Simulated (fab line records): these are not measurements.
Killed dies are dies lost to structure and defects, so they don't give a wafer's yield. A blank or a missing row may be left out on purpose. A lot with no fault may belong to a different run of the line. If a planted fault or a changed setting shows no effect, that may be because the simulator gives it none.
Split-lot trial    flow n5-finfet    21 wafers read across 7 lots, on a route 1938 steps long

== THE SPLIT ITSELF ==
At N5_BEOL_M11_PECVD_70 (deposits SiO2 from TEOS/O2, target thk 20 nm, time 22.7 s), the setting time-s was moved away from the recipe's 22.7 s on 6 of the 21 wafers read, by +7.9% to +10.8%. For the rest of the wafers, this setting stayed at what the recipe calls for.

Reading taken at the split's own step.

== THE READING ==
SiO2_of_BEOL_M11_PECVD_70.thk-nm (the simulator's own value, which no gauge read), in nm, at N5_BEOL_M11_PECVD_70 (deposits SiO2 from TEOS/O2, target thk 20 nm, time 22.7 s). The file does not state a usual value for it. The 15 wafers here that ran the recipe average 20.1 nm, standard deviation 0.23 nm.

wafer   tool, chamber at the split  time-s as run, s  against the recipe  SiO2_of_BEOL_M11_PECVD_70.thk-nm, nm  against lot-mates on the recipe
L075.1  pecvd-02, 2                 24.5              +7.9%               21.6                                  +1.0
L075.3  pecvd-02, 0                 24.5              +7.9%               21.2                                  +0.6
L075.6  pecvd-02, 0                 22.7              recipe              20.6                                  -
L081.2  pecvd-02, 2                 22.7              recipe              19.8                                  -
L081.5  pecvd-02, 2                 24.69             +8.8%               22.2                                  +2.4
L081.6  pecvd-02, 1                 24.69             +8.8%               22                                    +2.2
L083.1  pecvd-02, 1                 22.7              recipe              20                                    -
L083.3  pecvd-02, 0                 25.06             +10.4%              21.8                                  +1.7
L083.4  pecvd-02, 1                 22.7              recipe              20.2                                  -
L086.2  pecvd-01, 1,0               22.7              recipe              20                                    -
L086.4  pecvd-01, 1,0               22.7              recipe              20                                    -
L086.6  pecvd-01, 1                 25.15             +10.8%              22                                    +2.0
L088.1  pecvd-02, 1,0               22.7              recipe              19.8                                  -
L088.3  pecvd-02, 1,0               22.7              recipe              19.8                                  -
L088.6  pecvd-02, 2                 22.7              recipe              20                                    -
L093.1  pecvd-01, 0                 22.7              recipe              20.2                                  -
L093.2  pecvd-01, 1                 22.7              recipe              20                                    -
L093.4  pecvd-01, 1                 22.7              recipe              20.4                                  -
L095.2  pecvd-04, 0                 22.7              recipe              20                                    -
L095.4  pecvd-04, 1                 22.7              recipe              20.4                                  -
L095.6  pecvd-04, 2                 22.7              recipe              20.2                                  -
If several chambers appear in one row, that row covers several wafers at once and the file leaves open which wafer was in which chamber.

FIT RESULTS
A straight line over all 21 wafers: SiO2_of_BEOL_M11_PECVD_70.thk-nm changes by +0.187 nm for each +1% of time-s; r = +0.95; the points scatter about the line by 0.26 nm.
The same after taking each lot's own level away (the mean of its wafers on the recipe; 21 wafers): +0.184 nm for each +1%; r = +0.92; scatter 0.34 nm.
According to that fit, moving time-s by its largest amount changes the reading by 2 nm.
Across the lots, their own levels run from 19.80 to 20.60 nm, a range of 3.5 times the standard deviation given above.
The two slopes agree, so the slope changes little with the lot-to-lot level.
Check: with one of the wafers moved furthest among these (+10.8%) left out of the fit, the line predicts +1.97 nm for it against its lot-mates. It came out at +2 nm against them.

== OTHER SPLITS APPLIED TO THESE WAFERS ==
Note: prior to the reading, these wafers also went through further splits. Each is held against what the fit with the lots' levels taken away leaves over:
other split on the same wafers       wafers away from the commonest value  r with SiO2_of_BEOL_M11_PECVD_70.thk-nm (lot level and that fit taken away)
N5_BEOL_M9_EXPOSE_08 dose-mj         9                                     -0.16
N5_BEOL_M10_PEB_26 peb-time-s        7                                     +0.05
N5_BEOL_M10_TRENCH_ETCH_37 source-w  3                                     -0.23

== FILE'S OWN FIT ==
SiO2_of_BEOL_M11_PECVD_70.thk-nm changes by +0.181 nm for each +1% of time-s, r = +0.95.
